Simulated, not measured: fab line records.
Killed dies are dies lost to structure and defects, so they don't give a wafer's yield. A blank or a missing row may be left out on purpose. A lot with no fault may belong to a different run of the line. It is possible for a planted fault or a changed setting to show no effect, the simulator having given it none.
Split-lot study ; flow n5 finfet ; 21 wafers read across 7 lots, on a route 1938 steps long

== SPLIT DETAILS ==
At N5_BEOL_M4_COAT_76 (time 60 s, resist thk 5 nm), the setting spin rpm was moved away from the recipe's 1500 rpm on 10 of the 21 wafers read, by -10.8% to +10.7%. All remaining wafers had this setting at the recipe value.

== BETWEEN THE SPLIT AND THE READING: the file shows 1 step in between ==
- N5_BEOL_M4_DESCUM_33: chemistry O2, time 7 s (also split here: time s)

== THE READING ==
etch.depth nm (the simulator's own value, which no gauge read), in nm, at N5_BEOL_M4_ETCH_77 (etches underlayer in N2/H2, target depth 6.5 nm, time 5.2 s). The file gives no usual value for it. Across the 11 wafers here that went through the recipe, the average is 5.011 nm and the standard deviation 0.0092 nm.

wafer;tool, chamber at the split;spin rpm as run, rpm;against the recipe;etch.depth nm, nm;against lot-mates on the recipe
L077.4;litho track-05, 0;1500;recipe;5.016;-
L077.5;litho track-05, 0;1500;recipe;5.012;-
L077.6;litho track-05, 0;1500;recipe;5.021;-
L076.3;litho track-01, 0;1500;recipe;5.005;-
L076.4;litho track-01, 0;1581;+5.4%;4.877;-0.127
L076.5;litho track-01, 0;1500;recipe;5.002;-
L083.1;litho track-05, 0;1411;-5.9%;5.16;+0.167
L083.5;litho track-05, 0;1500;recipe;4.993;-
L083.6;litho track-05, 0;1411;-5.9%;5.165;+0.172
L085.1;litho track-05, 0;1338;-10.8%;5.33;+0.308
L085.2;litho track-05, 0;1500;recipe;5.022;-
L085.4;litho track-05, 0;1338;-10.8%;5.315;+0.293
L088.1;litho track-01, 0;1600;+6.7%;4.861;-0.142
L088.2;litho track-01, 0;1600;+6.7%;4.839;-0.164
L088.3;litho track-01, 0;1500;recipe;5.003;-
L090.1;litho track-04, 0;1500;recipe;5.009;-
L090.2;litho track-04, 0;1500;recipe;5.024;-
L090.3;litho track-04, 0;1349;-10.1%;5.289;+0.272
L092.1;litho track-04, 0;1661;+10.7%;4.763;-0.246
L092.2;litho track-04, 0;1500;recipe;5.009;-
L092.6;litho track-04, 0;1661;+10.7%;4.749;-0.260

FIT RESULTS
A straight line over all 21 wafers: etch.depth nm changes by -0.0261 nm for each +1% of spin rpm; r = -1.00; the points scatter about the line by 0.015 nm.
The same after taking each lot's own level away (the mean of its wafers on the recipe; 21 wafers): -0.0257 nm for each +1%; r = -1.00; scatter 0.012 nm.
The reading moves by 0.28 nm for the largest change in spin rpm, on that fit.
The span of the lots' own levels, 4.9930 to 5.0220 nm, comes to 3.2 times the standard deviation stated above.
The two slopes are in agreement: the lot-to-lot level therefore moves the slope only a little.
Check: for one of the wafers moved furthest among these (-10.8%), held out of the fit, the line's prediction against its lot-mates is +0.281 nm. It came out at +0.308 nm against them.

== THESE WAFERS: OTHER SPLITS ==
Note: prior to the reading, these wafers also went through further splits. Each is held against what the fit with the lots' levels taken away leaves over:
other split on the same wafers;wafers away from the commonest value;r with etch.depth nm (lot level and that fit taken away)
N5_BEOL_M1_DESCUM_33 time s;10;+0.01
N5_BEOL_M2_ILD_DEP_00 time s;10;-0.31
N5_BEOL_M2_COAT_62 spin rpm;6;-0.42
N5_BEOL_M4_DESCUM_33 time s;6;-0.37

== THE WHOLE CHAIN: every reading that the file lists as answering this split, in the file's order ==
step;what it does;reading;change (the file's fit);r (the file's)
N5_BEOL_M4_COAT_76;time 60 s, resist thk 5 nm;underlayer_of_BEOL_M4_COAT_76.thk nm (the simulator's own value, which no gauge read);-0.0273 nm for each +1% of the setting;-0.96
N5_BEOL_M4_ETCH_77;etches underlayer in N2/H2, target depth 6.5 nm, time 5.2 s;etch.depth nm (the simulator's own value, which no gauge read);-0.0258 nm for each +1% of the setting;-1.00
N5_BEOL_M4_ETCH_77;etches underlayer in N2/H2, target depth 6.5 nm, time 5.2 s;CAR-EUV_of_BEOL_M4_COAT_22.thk nm (the simulator's own value, which no gauge read);not straight: 19.9 at the lowest setting, 20.25 at the recipe, 20.8 at the highest;not given

== THE FILE'S OWN FIT ==
etch.depth nm changes by -0.0258 nm for each +1% of spin rpm, r = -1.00.
